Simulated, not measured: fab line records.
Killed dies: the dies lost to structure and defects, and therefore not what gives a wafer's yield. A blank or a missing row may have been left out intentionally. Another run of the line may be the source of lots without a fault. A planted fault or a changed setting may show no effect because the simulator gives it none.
fab line records	flow n5_finfet
record lots=24	wafers=72	last_day=18
route steps=1938 shown SDB@374 DUMMY_REMOVAL@381 HKMG_FIN@400
lots that met no fault: taken from a fault-free run of the same line
start_h: start of the lot's first displayed wafer, in hours after the record's first day	wait_h: time in hours since the lot's previous step	" repeats the value in the row above	L1.1+2: one row covering several wafers at once	- either no value or no given start	* or withheld: withheld	< > ~ a bound
route shown NAME@n: NAME is a module with steps in the file, n the number in the route of the first one	usual: mean/standard deviation taken from wafers without a fault	same: alike in all rows	chamber/n: place in a boat	sites: per-site readings	_std_site: how widely they spread, as a standard deviation	_edge_site: mean of outer sites minus mean of inner sites	radius_mm: for every site, how far away it sits from the centre of the wafer	mask NAME#n: copy n	behind: the tool/chamber that last shaped the wafer	hold: what put the lot on hold/how long, in hours/how the hold closed	device: the transistor (n, p or np) that didn't switch	end of line: at the end of the route, the tests of the same wafers	a step given without rows: its recipe and nothing more	killed: dies that structure and defects cost at the first sort, which is not the same as the wafer's yield	map: a wafer's dies, marking killed ones x, the rest . and places with no die _
set.NAME: setting as actually run; set.NAME@STEP: the setting as run at that earlier step	model.NAME: the simulator's own value behind a step, which no gauge read
one table for each step of the route and one row for each wafer, over a sample of lots
services: a tool's chamber out of use, with start hour (start_h, from the record's first day; less than 0 if before it), hours out, and reason
## steps
# step N5_SDB_CMP_30
# recipe stop_on=poly-Si	t_overpolish_s=1.54	post_cmp_clean=alkaline_brush	down_force_psi=4.1491	platen_rpm=51.796	pad_velocity_m_s=1.0306	target_thk_nm=30
# usual head_pressure_psi=4.150/0.0079	motor_current_A=12.9/1.1	overpolish_run_s=1.540/0.0092	platen_rpm=51.80/0.032	slurry_flow_ml_min=150.0/0.43	time_to_endpoint_s=18.2/2.1
lot.wafer	tool	chamber	start_h	wait_h	head_pressure_psi	motor_current_A	overpolish_run_s	platen_rpm	slurry_flow_ml_min	time_to_endpoint_s
L074.2	cmp-03	3	70.93	1.4	4.153	15.0	1.535	51.82	149.4	20.6
L074.3	"	0	"	"	4.145	11.9	1.537	51.76	150.3	20.0
L074.6	"	3	"	"	4.153	14.6	1.536	51.74	150.1	18.4
L075.3	cmp-03	3	73.96	1.6	4.160	15.0	1.533	51.82	149.7	17.9
L075.1	"	0	"	"	4.147	12.0	1.542	51.84	149.2	16.7
L075.5	"	3	"	"	4.145	15.1	1.552	51.72	149.7	17.0
L076.3	cmp-01	1	81.25	1.5	4.149	11.0	1.532	51.79	151.0	19.8
L076.2	"	2	"	"	4.154	12.7	1.523	51.80	149.8	21.1
L076.5	"	3	"	"	4.153	12.2	1.531	51.82	150.8	19.9
L077.3	cmp-03	0	86.05	1.4	4.139	12.3	1.539	51.76	149.9	19.0
L077.5	"	0	"	"	4.140	12.2	1.536	51.76	149.4	20.0
L077.6	"	1	"	"	4.150	13.9	1.538	51.84	150.8	17.3
L078.2	cmp-01	2	94.25	1.4	4.144	12.8	1.535	51.80	149.8	17.3
L078.4	"	3	"	"	4.145	12.0	1.548	51.80	149.4	14.4
L078.6	"	2	"	"	4.140	12.6	1.546	51.79	150.3	15.6
L079.3	cmp-04	0	100.38	1.4	4.134	13.6	1.540	51.84	150.7	21.9
L079.2	"	1	"	"	4.167	14.9	1.541	51.80	150.8	19.1
L079.6	"	0	"	"	4.155	13.9	1.537	51.79	150.5	23.0
L080.3	cmp-01	0	106.33	1.4	4.146	11.1	1.530	51.79	149.5	19.6
L080.1	"	2	"	"	4.148	12.8	1.547	51.80	150.1	17.5
L080.5	"	0	"	"	4.147	11.6	1.544	51.75	150.4	18.4
L081.3	cmp-04	3	113.48	1.4	4.156	11.1	1.531	51.83	150.2	13.8
L081.1	"	0	"	"	4.145	13.6	1.533	51.81	150.2	20.9
L081.6	"	2	"	"	4.153	13.3	1.526	51.83	149.3	17.5
L082.2	cmp-04	2	120.62	1.4	4.142	14.5	1.540	51.85	150.1	16.3
L082.3	"	1	"	"	4.154	13.5	1.532	51.77	149.8	17.0
L082.5	"	3	"	"	4.160	11.7	1.549	51.77	149.5	16.0
L083.4	cmp-01	1	126.56	1.4	4.137	11.8	1.531	51.82	149.8	19.7
L083.3	"	2	"	"	4.146	12.4	1.540	51.78	150.1	16.6
L083.5	"	1	"	"	4.162	11.4	1.541	51.80	149.5	19.4
L084.2	cmp-03	0	135.17	1.4	4.151	12.3	1.551	51.86	149.7	19.5
L084.4	"	1	"	"	4.148	12.7	1.528	51.76	149.9	17.9
L084.1	"	2	"	"	4.138	12.4	1.547	51.79	150.0	17.9
L085.3	cmp-03	3	136.64	1.4	4.159	14.1	1.550	51.74	149.2	19.9
L085.2	"	1	"	"	4.143	13.2	1.545	51.78	150.3	18.9
L085.5	"	3	"	"	4.149	15.1	1.538	51.83	149.6	17.0
L086.1	cmp-01	0	148.71	1.4	4.141	11.5	1.533	51.80	150.3	17.4
L086.4	"	2	"	"	4.157	13.0	1.536	51.82	150.5	14.5
L086.6	"	1	"	"	4.130	11.8	1.556	51.76	149.8	14.5
L087.1	cmp-03	1	151.49	1.4	4.148	13.7	1.546	51.73	150.1	21.7
L087.4	"	2	"	"	4.151	12.7	1.540	51.75	149.5	20.7
L087.5	"	1	"	"	4.165	13.3	1.539	51.85	150.5	17.7
L088.2	cmp-01	2	155.29	1.5	4.154	12.8	1.522	51.82	149.9	17.7
L088.6	"	0	"	"	4.164	11.4	1.532	51.81	149.9	20.4
L088.5	"	1	"	"	4.144	11.5	1.533	51.82	149.8	19.3
L089.4	cmp-04	0	165.35	0.0	4.142	13.8	1.545	51.85	150.8	18.6
L089.6	"	0	"	"	4.150	13.6	1.533	51.82	149.9	18.4
L089.5	"	1	"	"	4.138	14.3	1.539	51.76	149.7	19.3
L090.2	cmp-04	2	168.20	1.4	4.148	14.1	1.540	51.80	149.6	18.7
L090.1	"	0	"	"	4.168	13.5	1.543	51.82	150.2	18.1
L090.6	"	2	"	"	4.143	13.1	1.539	51.80	150.9	20.0
L091.1	cmp-04	0	174.69	2.8	4.148	14.0	1.547	51.81	150.9	19.7
L091.3	"	2	"	"	4.142	14.6	1.543	51.83	149.8	18.7
L091.5	"	3	"	"	4.156	11.3	1.521	51.79	150.6	14.5
L092.2	cmp-04	1	183.39	2.8	4.162	14.9	1.531	51.81	149.5	18.2
L092.1	"	2	"	"	4.140	14.0	1.526	51.76	150.7	21.4
L092.6	"	0	"	"	4.153	13.6	1.526	51.77	149.4	22.2
L093.4	cmp-01	0	185.77	1.5	4.146	11.7	1.535	51.80	149.8	17.1
L093.1	"	1	"	"	4.150	11.8	1.519	51.81	150.2	16.5
L093.5	"	2	"	"	4.145	11.8	1.535	51.79	149.6	15.9
L094.1	cmp-04	0	195.81	1.5	4.151	13.7	1.549	51.79	150.0	21.4
L094.5	"	2	"	"	4.152	13.6	1.540	51.78	150.6	19.2
L094.6	"	3	"	"	4.147	12.2	1.536	51.84	149.9	16.6
L095.2	cmp-04	1	199.81	1.4	4.154	14.1	1.530	51.77	149.7	17.2
L095.1	"	2	"	"	4.146	14.9	1.538	51.83	149.7	19.8
L095.4	"	3	"	"	4.149	12.1	1.530	51.76	150.0	16.4
L096.3	cmp-04	0	208.45	1.4	4.162	13.7	1.531	51.82	150.0	19.3
L096.2	"	1	"	"	4.149	14.3	1.543	51.82	150.2	18.0
L096.5	"	3	"	"	4.157	12.5	1.539	51.78	150.7	19.4
L097.1	cmp-01	2	217.45	1.4	4.153	12.1	1.542	51.77	150.1	15.7
L097.3	"	0	"	"	4.152	11.6	1.537	51.79	150.2	15.5
L097.5	"	2	"	"	4.155	12.3	1.535	51.85	149.8	15.2
# step N5_SDB_THK_MEAS_31
# recipe reads=a-Si_of_DUMMY_GATE_CVD_03
# usual SDB_THK=64.3/1
lot.wafer	tool	chamber	start_h	wait_h	SDB_THK[nm]
L074.2	film_metro-01	-	71.23	-	62.8
L074.3	"	-	"	"	62.6
L074.6	"	-	"	"	63.0
L075.1	film_metro-02	-	74.21	-	62.8
L075.3	"	-	"	"	65.8
L075.5	"	-	"	"	64.5
L076.2	film_metro-01	-	81.47	-	65.4
L076.3	"	-	"	"	65.1
L076.5	"	-	"	"	65.2
L077.3	film_metro-02	-	86.35	-	63.6
L077.5	"	-	"	"	64.4
L077.6	"	-	"	"	64.6
L078.2	film_metro-02	-	94.55	-	64.3
L078.4	"	-	"	"	63.6
L078.6	"	-	"	"	63.7
L079.2	film_metro-01	-	100.68	-	64.5
L079.3	"	-	"	"	65.5
L079.6	"	-	"	"	65.3
L080.1	film_metro-01	-	106.63	-	64.9
L080.3	"	-	"	"	65.9
L080.5	"	-	"	"	65.3
L081.1	film_metro-02	-	113.73	-	64.6
L081.3	"	-	"	"	64.8
L081.6	"	-	"	"	64.9
L082.2	film_metro-02	-	120.91	-	63.8
L082.3	"	-	"	"	63.0
L082.5	"	-	"	"	63.2
L083.3	film_metro-02	-	126.82	-	63.8
L083.4	"	-	"	"	64.3
L083.5	"	-	"	"	63.6
L084.1	film_metro-02	-	135.47	-	64.5
L084.2	"	-	"	"	64.6
L084.4	"	-	"	"	64.1
L085.2	film_metro-02	-	136.90	-	66.1
L085.3	"	-	"	"	64.7
L085.5	"	-	"	"	65.1
L086.1	film_metro-01	-	149.00	-	64.7
L086.4	"	-	"	"	61.1
L086.6	"	-	"	"	63.1
L087.1	film_metro-02	-	151.75	-	63.8
L087.4	"	-	"	"	63.8
L087.5	"	-	"	"	63.7
L088.2	film_metro-02	-	155.51	-	64.5
L088.5	"	-	"	"	64.7
L088.6	"	-	"	"	62.7
L089.4	film_metro-01	-	165.64	-	65.7
L089.5	"	-	"	"	65.2
L089.6	"	-	"	"	62.8
L090.1	film_metro-02	-	168.46	-	64.1
L090.2	"	-	"	"	64.5
L090.6	"	-	"	"	61.6
L091.1	film_metro-02	-	174.94	-	64.4
L091.3	"	-	"	"	65.8
L091.5	"	-	"	"	65.3
L092.1	film_metro-02	-	183.65	-	63.8
L092.2	"	-	"	"	64.2
L092.6	"	-	"	"	65.3
L093.1	film_metro-02	-	185.98	-	63.4
L093.4	"	-	"	"	64.5
L093.5	"	-	"	"	63.8
L094.1	film_metro-02	-	196.03	-	62.7
L094.5	"	-	"	"	65.1
L094.6	"	-	"	"	63.5
L095.1	film_metro-01	-	200.11	-	64.6
L095.2	"	-	"	"	64.9
L095.4	"	-	"	"	63.8
L096.2	film_metro-02	-	208.71	-	65.5
L096.3	"	-	"	"	63.9
L096.5	"	-	"	"	63.7
L097.1	film_metro-01	-	217.74	-	63.3
L097.3	"	-	"	"	65.7
L097.5	"	-	"	"	64.7
# step N5_DUMMY_REMOVAL_INSPECT_06
# recipe inspect_instrument=brightfield	mode=aei
# usual raw_defect_count=12/4.8
lot.wafer	tool	chamber	start_h	wait_h	raw_defect_count
L074.2	defect_inspect-02	-	71.48	0.0	18
L074.3	"	-	"	"	8
L074.6	"	-	"	"	15
L075.1	defect_inspect-02	-	74.47	0.0	7
L075.3	"	-	"	"	2
L075.5	"	-	"	"	11
L076.2	defect_inspect-02	-	81.88	0.0	11
L076.3	"	-	"	"	6
L076.5	"	-	"	"	8
L077.3	defect_inspect-01	-	86.60	0.0	10
L077.5	"	-	"	"	9
L077.6	"	-	"	"	18
L078.2	defect_inspect-02	-	94.80	0.0	17
L078.4	"	-	"	"	18
L078.6	"	-	"	"	5
L079.2	defect_inspect-01	-	100.93	0.0	16
L079.3	"	-	"	"	10
L079.6	"	-	"	"	14
L080.1	defect_inspect-02	-	106.88	0.0	16
L080.3	"	-	"	"	19
L080.5	"	-	"	"	15
L081.1	defect_inspect-02	-	113.99	0.0	3
L081.3	"	-	"	"	13
L081.6	"	-	"	"	6
L082.2	defect_inspect-01	-	121.18	0.0	10
L082.3	"	-	"	"	10
L082.5	"	-	"	"	17
L083.3	defect_inspect-01	-	127.07	0.0	17
L083.4	"	-	"	"	7
L083.5	"	-	"	"	13
L084.1	defect_inspect-02	-	135.72	0.0	11
L084.2	"	-	"	"	5
L084.4	"	-	"	"	11
L085.2	defect_inspect-01	-	137.15	0.0	19
L085.3	"	-	"	"	13
L085.5	"	-	"	"	14
L086.1	defect_inspect-01	-	149.59	0.0	7
L086.4	"	-	"	"	10
L086.6	"	-	"	"	8
L087.1	defect_inspect-02	-	152.31	0.0	7
L087.4	"	-	"	"	5
L087.5	"	-	"	"	22
L088.2	defect_inspect-01	-	156.07	0.0	6
L088.5	"	-	"	"	8
L088.6	"	-	"	"	23
L089.4	defect_inspect-01	-	165.91	0.0	11
L089.5	"	-	"	"	8
L089.6	"	-	"	"	19
L090.1	defect_inspect-02	-	168.77	0.0	19
L090.2	"	-	"	"	13
L090.6	"	-	"	"	25
L091.1	defect_inspect-02	-	175.20	0.0	5
L091.3	"	-	"	"	5
L091.5	"	-	"	"	3
L092.1	defect_inspect-01	-	184.10	0.2	9
L092.2	"	-	"	"	13
L092.6	"	-	"	"	11
L093.1	defect_inspect-02	-	186.24	0.0	7
L093.4	"	-	"	"	8
L093.5	"	-	"	"	22
L094.1	defect_inspect-02	-	196.36	0.0	11
L094.5	"	-	"	"	8
L094.6	"	-	"	"	13
L095.1	defect_inspect-01	-	200.38	0.0	14
L095.2	"	-	"	"	15
L095.4	"	-	"	"	6
L096.2	defect_inspect-01	-	208.99	0.0	12
L096.3	"	-	"	"	10
L096.5	"	-	"	"	14
L097.1	defect_inspect-02	-	218.00	0.0	11
L097.3	"	-	"	"	8
L097.5	"	-	"	"	10
# step N5_HKMG_FIN_INSPECT_61
# recipe mode=adi	inspect_instrument=macro
# usual raw_defect_count=2.1/1.5
lot.wafer	tool	chamber	start_h	wait_h	raw_defect_count
L074.2	defect_inspect-01	-	72.71	0.0	1
L074.3	"	-	"	"	0
L074.6	"	-	"	"	4
L075.1	defect_inspect-01	-	75.83	0.0	4
L075.3	"	-	"	"	4
L075.5	"	-	"	"	5
L076.2	defect_inspect-01	-	83.12	0.0	2
L076.3	"	-	"	"	4
L076.5	"	-	"	"	2
L077.3	defect_inspect-02	-	88.09	0.0	1
L077.5	"	-	"	"	5
L077.6	"	-	"	"	1
L078.2	defect_inspect-01	-	96.16	0.0	2
L078.4	"	-	"	"	1
L078.6	"	-	"	"	2
L079.2	defect_inspect-01	-	102.30	0.0	2
L079.3	"	-	"	"	3
L079.6	"	-	"	"	2
L080.1	defect_inspect-02	-	108.21	0.0	2
L080.3	"	-	"	"	1
L080.5	"	-	"	"	2
L081.1	defect_inspect-01	-	115.34	0.0	1
L081.3	"	-	"	"	2
L081.6	"	-	"	"	2
L082.2	defect_inspect-02	-	122.42	0.0	2
L082.3	"	-	"	"	6
L082.5	"	-	"	"	4
L083.3	defect_inspect-02	-	128.44	0.0	1
L083.4	"	-	"	"	3
L083.5	"	-	"	"	3
L084.1	defect_inspect-01	-	137.31	0.0	0
L084.2	"	-	"	"	1
L084.4	"	-	"	"	4
L085.2	defect_inspect-02	-	138.38	0.0	2
L085.3	"	-	"	"	0
L085.5	"	-	"	"	0
L086.1	defect_inspect-01	-	150.94	0.0	2
L086.4	"	-	"	"	1
L086.6	"	-	"	"	4
L087.1	defect_inspect-01	-	153.66	0.0	3
L087.4	"	-	"	"	5
L087.5	"	-	"	"	0
L088.2	defect_inspect-02	-	157.43	0.0	1
L088.5	"	-	"	"	6
L088.6	"	-	"	"	2
L089.4	defect_inspect-02	-	167.23	0.0	1
L089.5	"	-	"	"	2
L089.6	"	-	"	"	4
L090.1	defect_inspect-02	-	170.31	0.0	0
L090.2	"	-	"	"	2
L090.6	"	-	"	"	1
L091.1	defect_inspect-01	-	176.87	0.0	1
L091.3	"	-	"	"	2
L091.5	"	-	"	"	7
L092.1	defect_inspect-02	-	185.74	0.0	2
L092.2	"	-	"	"	3
L092.6	"	-	"	"	0
L093.1	defect_inspect-01	-	187.98	0.0	1
L093.4	"	-	"	"	1
L093.5	"	-	"	"	5
L094.1	defect_inspect-01	-	197.91	0.0	2
L094.5	"	-	"	"	3
L094.6	"	-	"	"	2
L095.1	defect_inspect-01	-	201.88	0.0	0
L095.2	"	-	"	"	4
L095.4	"	-	"	"	1
L096.2	defect_inspect-01	-	211.09	0.0	2
L096.3	"	-	"	"	0
L096.5	"	-	"	"	2
L097.1	defect_inspect-02	-	219.41	0.0	0
L097.3	"	-	"	"	4
L097.5	"	-	"	"	5
# step N5_HKMG_FIN_ALD_36
# recipe material=TiN	target_thk_a=10	temp_c=400	ald_precursor_family=TiCl4	ald_co_reactant=NH3	pulse_time_s=1	purge_time_s=3	co_reactant_purge_time_s=2	co_reactant_pulse_time_s=2	ald_cycles=47	pressure_torr=3
# usual heater_power_outer_w=536/78	heater_power_w=882/120	precursor_pulse_height_rel=0.999/0.019
# same co_reactant_pulse_time_s=2	purge_time_s=3
lot.wafer	tool	chamber	start_h	wait_h	heater_power_outer_w	heater_power_w	precursor_pulse_height_rel
L074.2	ald_metal-03	3	74.93	0.0	663	1161	0.977
L074.3	"	2	"	"	542	931	0.986
L074.6	"	0	"	"	454	767	0.972
L075.1	ald_metal-03	0	78.07	0.0	457	748	0.987
L075.3	"	2	"	"	540	911	0.975
L075.5	"	0	"	"	454	752	0.973
L076.2	ald_metal-03	3	85.28	0.0	675	1140	0.993
L076.3	"	2	"	"	525	920	0.989
L076.5	"	0	"	"	463	757	0.969
L077.3	ald_metal-03	3	90.24	0.0	681	1131	1.005
L077.5	"	3	"	"	687	1142	1.026
L077.6	"	0	"	"	457	737	0.990
L078.2	ald_metal-04	1	98.52	0.0	437	788	0.981
L078.4	"	0	"	"	474	811	0.994
L078.6	"	2	"	"	450	766	1.004
L079.2	ald_metal-02	0	105.08	0.0	556	875	0.979
L079.3	"	1	"	"	525	887	0.995
L079.6	"	1	"	"	516	887	0.989
L080.1	ald_metal-02	2	110.38	0.0	659	1004	1.016
L080.3	"	3	"	"	559	870	1.029
L080.5	"	0	"	"	553	848	1.024
L081.1	ald_metal-03	2	117.71	0.0	540	912	1.008
L081.3	"	3	"	"	680	1120	1.007
L081.6	"	2	"	"	536	933	1.004
L082.2	ald_metal-02	1	124.58	0.0	504	902	1.006
L082.3	"	0	"	"	542	884	0.995
L082.5	"	2	"	"	656	976	0.995
L083.3	ald_metal-02	3	130.66	0.0	568	896	1.017
L083.4	"	0	"	"	552	887	0.990
L083.5	"	0	"	"	555	888	1.038
L084.1	ald_metal-03	1	139.57	0.0	523	821	1.003
L084.2	"	2	"	"	548	939	0.988
L084.4	"	0	"	"	461	763	0.996
L085.2	ald_metal-04	2	141.47	0.0	439	756	1.011
L085.3	"	1	"	"	445	779	1.014
L085.5	"	3	"	"	451	729	0.976
L086.1	ald_metal-02	2	153.10	0.0	645	959	1.011
L086.4	"	3	"	"	557	860	0.955
L086.6	"	3	"	"	563	857	1.009
L087.1	ald_metal-03	2	156.30	0.0	532	918	1.030
L087.4	"	3	"	"	678	1125	1.009
L087.5	"	0	"	"	454	761	0.997
L088.2	ald_metal-03	3	159.70	0.0	672	1130	1.028
L088.5	"	0	"	"	464	751	0.977
L088.6	"	2	"	"	550	931	1.055
L089.4	ald_metal-02	0	169.51	0.0	558	862	1.005
L089.5	"	0	"	"	556	887	0.968
L089.6	"	3	"	"	555	862	0.981
L090.1	ald_metal-04	1	172.60	0.0	424	766	0.993
L090.2	"	0	"	"	475	814	0.998
L090.6	"	0	"	"	467	801	0.998
L091.1	ald_metal-03	3	179.98	0.0	681	1129	0.976
L091.3	"	0	"	"	444	735	0.996
L091.5	"	0	"	"	456	777	0.987
L092.1	ald_metal-02	3	188.61	0.0	550	878	1.014
L092.2	"	1	"	"	498	885	1.018
L092.6	"	1	"	"	519	897	0.968
L093.1	ald_metal-04	0	190.26	0.0	475	822	1.027
L093.4	"	2	"	"	442	787	0.992
L093.5	"	2	"	"	444	790	0.987
L094.1	ald_metal-03	1	200.07	0.0	512	821	0.987
L094.5	"	1	"	"	517	804	0.993
L094.6	"	0	"	"	467	750	1.005
L095.1	ald_metal-02	0	204.45	0.0	555	876	1.006
L095.2	"	1	"	"	526	908	0.961
L095.4	"	1	"	"	520	913	0.999
L096.2	ald_metal-04	2	213.43	0.0	455	758	0.980
L096.3	"	0	"	"	481	792	1.003
L096.5	"	0	"	"	467	801	0.982
L097.1	ald_metal-02	2	222.24	0.0	666	970	0.996
L097.3	"	0	"	"	559	883	1.004
L097.5	"	0	"	"	546	889	0.964
# step N5_HKMG_FIN_ETCH_67
# recipe chemistry=N2/H2	target=SOC	target_depth_a=3889	stop_on=TiN	ion_energy_ev=100	bias_w=61	pressure_mtorr=30	source_w=850	n2_flow_sccm=200	h2_flow_sccm=200
# usual drypump_motor_current_A=5.9/0.44	oes_product_au=0.74/0.07	rf_vpp_V=240.9/1.4	showerhead_plenum_p_Torr=2.55/0.086	throttle_valve_pct=17.83/0.2
lot.wafer	tool	chamber	start_h	wait_h	drypump_motor_current_A	oes_product_au	rf_hours_counter_h	rf_vpp_V	showerhead_plenum_p_Torr	throttle_valve_pct
L074.2	rie_diel-05	2	79.20	-	5.5	0.69	241	239.4	2.50	17.71
L074.3	"	1	"	"	5.1	0.71	187	241.4	2.63	17.93
L074.6	"	3	"	"	6.5	0.72	-	243.0	2.66	18.16
L075.1	rie_diel-03	2	81.77	-	5.5	0.69	209	240.8	2.50	17.78
L075.3	"	3	"	"	5.9	0.74	165	241.4	2.55	17.62
L075.5	"	1	"	"	6.4	0.80	-	242.0	2.56	17.65
L076.2	rie_diel-03	2	88.82	-	5.4	0.68	212	239.9	2.50	17.77
L076.3	"	0	"	"	6.3	0.69	209	239.0	2.52	17.89
L076.5	"	2	"	"	5.4	0.69	-	240.8	2.50	17.78
L077.3	rie_diel-05	3	94.00	-	6.5	0.73	172	243.7	2.65	18.18
L077.5	"	1	"	"	5.1	0.72	-	242.7	2.63	17.95
L077.6	"	2	"	"	5.5	0.69	-	241.3	2.49	17.74
L078.2	rie_diel-02	0	102.24	-	6.4	0.77	125	236.8	2.35	17.87
L078.4	"	2	"	"	5.8	0.70	219	241.0	2.50	18.03
L078.6	"	0	"	"	6.3	0.76	-	237.7	2.35	17.87
L079.2	rie_diel-05	1	109.02	-	5.1	0.71	196	241.3	2.63	17.98
L079.3	"	2	"	"	5.5	0.68	250	239.6	2.49	17.74
L079.6	"	1	"	"	5.1	0.71	-	242.9	2.63	17.97
L080.1	rie_diel-05	0	114.18	-	5.8	0.71	198	241.7	2.62	17.68
L080.3	"	3	"	"	6.5	0.72	180	243.6	2.65	18.19
L080.5	"	1	"	"	5.2	0.71	-	243.8	2.63	17.96
L081.1	rie_diel-05	1	121.34	-	5.2	0.71	203	242.6	2.62	17.99
L081.3	"	0	"	"	5.7	0.71	201	242.1	2.62	17.69
L081.6	"	1	"	"	5.1	0.71	-	242.3	2.62	17.98
L082.2	rie_diel-02	1	128.22	-	5.4	0.73	166	242.8	2.66	17.77
L082.3	"	3	"	"	6.0	0.88	29	240.6	2.47	17.71
L082.5	"	2	"	"	5.8	0.70	-	240.4	2.49	18.05
L083.3	rie_diel-02	0	134.81	-	6.3	0.76	131	237.8	2.35	17.87
L083.4	"	1	"	"	5.4	0.73	168	240.7	2.66	17.79
L083.5	"	0	"	"	6.4	0.76	-	238.6	2.35	17.87
L084.1	rie_diel-03	2	143.08	-	5.5	0.68	228	240.9	2.49	17.80
L084.2	"	3	"	"	5.9	0.72	182	240.4	2.55	17.66
L084.4	"	1	"	"	6.4	0.77	107	241.0	2.55	17.70
L085.2	rie_diel-05	0	145.13	-	5.7	0.70	210	241.4	2.62	17.70
L085.3	"	3	"	"	6.5	0.71	193	240.3	2.64	18.21
L085.5	"	2	"	"	5.5	0.94	-	240.9	2.49	17.37
L086.1	rie_diel-05	3	156.77	-	6.5	0.71	197	241.6	2.64	18.22
L086.4	"	2	"	"	5.5	0.94	10	240.8	2.49	17.38
L086.6	"	1	"	"	5.1	0.71	-	242.2	2.62	17.99
L087.1	rie_diel-03	3	160.20	-	5.9	0.72	188	241.1	2.54	17.65
L087.4	"	2	"	"	5.5	0.67	234	240.1	2.49	17.81
L087.5	"	3	"	"	5.9	0.72	-	240.2	2.54	17.66
L088.2	rie_diel-02	3	163.81	-	6.0	0.84	41	240.4	2.47	17.73
L088.5	"	3	"	"	6.0	0.84	-	242.5	2.47	17.73
L088.6	"	2	"	"	5.8	0.68	-	240.5	2.49	18.08
L089.4	rie_diel-03	1	173.35	-	6.3	0.77	118	242.3	2.54	17.70
L089.5	"	2	"	"	5.5	0.67	-	239.8	2.49	17.82
L089.6	"	1	"	"	6.4	0.76	-	240.4	2.54	17.70
L090.1	rie_diel-05	0	176.34	-	5.8	0.70	220	241.8	2.61	17.71
L090.2	"	3	"	"	6.5	0.71	203	240.6	2.64	18.22
L090.6	"	3	"	"	6.5	0.70	-	242.7	2.64	18.22
L091.1	rie_diel-03	1	183.63	-	6.3	0.76	121	241.3	2.54	17.71
L091.3	"	0	"	"	6.3	0.67	239	239.3	2.50	17.95
L091.5	"	0	"	"	6.3	0.67	-	240.4	2.50	17.94
L092.1	rie_diel-02	0	192.44	-	6.3	0.74	150	238.2	2.34	17.90
L092.2	"	3	"	"	5.9	0.83	51	241.4	2.46	17.75
L092.6	"	0	"	"	6.3	0.74	-	237.4	2.34	17.91
L093.1	rie_diel-03	3	193.85	-	6.0	0.71	200	240.7	2.54	17.67
L093.4	"	0	"	"	6.3	0.66	243	241.8	2.50	17.97
L093.5	"	0	"	"	6.3	0.67	-	239.2	2.50	17.97
L094.1	rie_diel-05	0	204.03	-	5.8	0.69	231	241.1	2.61	17.73
L094.5	"	2	"	"	5.5	0.88	-	241.1	2.48	17.39
L094.6	"	1	"	"	5.2	0.70	-	241.3	2.61	18.02
L095.1	rie_diel-02	1	208.09	-	5.4	0.72	195	242.4	2.65	17.83
L095.2	"	3	"	"	6.0	0.82	59	239.7	2.46	17.78
L095.4	"	0	"	"	6.3	0.74	158	238.1	2.33	17.94
L096.2	rie_diel-05	0	217.06	-	5.8	0.69	234	241.5	2.60	17.75
L096.3	"	3	"	"	6.5	0.69	216	241.5	2.63	18.24
L096.5	"	3	"	"	6.5	0.69	-	241.8	2.63	18.24
L097.1	rie_diel-02	2	226.01	-	5.8	0.93	7	240.2	2.48	17.63
L097.3	"	3	"	"	6.0	0.81	65	238.2	2.46	17.78
L097.5	"	1	"	"	5.4	0.70	-	243.4	2.64	17.82
## services
tool	chamber	start_h	hours	kind
ald_metal-04	0	50.65	4.7	repair
cmp-03	-	50.75	6.1	pm
ald_metal-02	3	52.96	30.9	repair
cmp-04	-	53.12	2.1	pm
ald_metal-02	-	54.21	8.7	pm
cmp-01	-	66.62	1.7	repair
cmp-04	-	68.42	4.2	repair
ald_metal-03	2	86.02	29.6	repair
cmp-04	-	106.64	0.4	repair
ald_metal-03	-	115.71	1.9	repair
ald_metal-02	-	116.20	0.6	repair
rie_diel-05	1	141.45	1.7	repair
ald_metal-03	1	144.11	24.1	repair
cmp-01	-	145.89	1.5	repair
ald_metal-03	3	149.19	3.7	repair
cmp-04	-	152.45	4.0	pm
ald_metal-02	-	175.46	0.9	repair
ald_metal-02	2	181.98	17.3	repair
cmp-01	-	189.89	0.5	repair
cmp-01	-	193.71	0.6	repair
cmp-03	-	198.46	2.4	repair
ald_metal-02	3	201.15	10.5	repair
cmp-01	-	207.65	1.6	repair
rie_diel-03	1	217.32	3.5	repair
## key
fault none
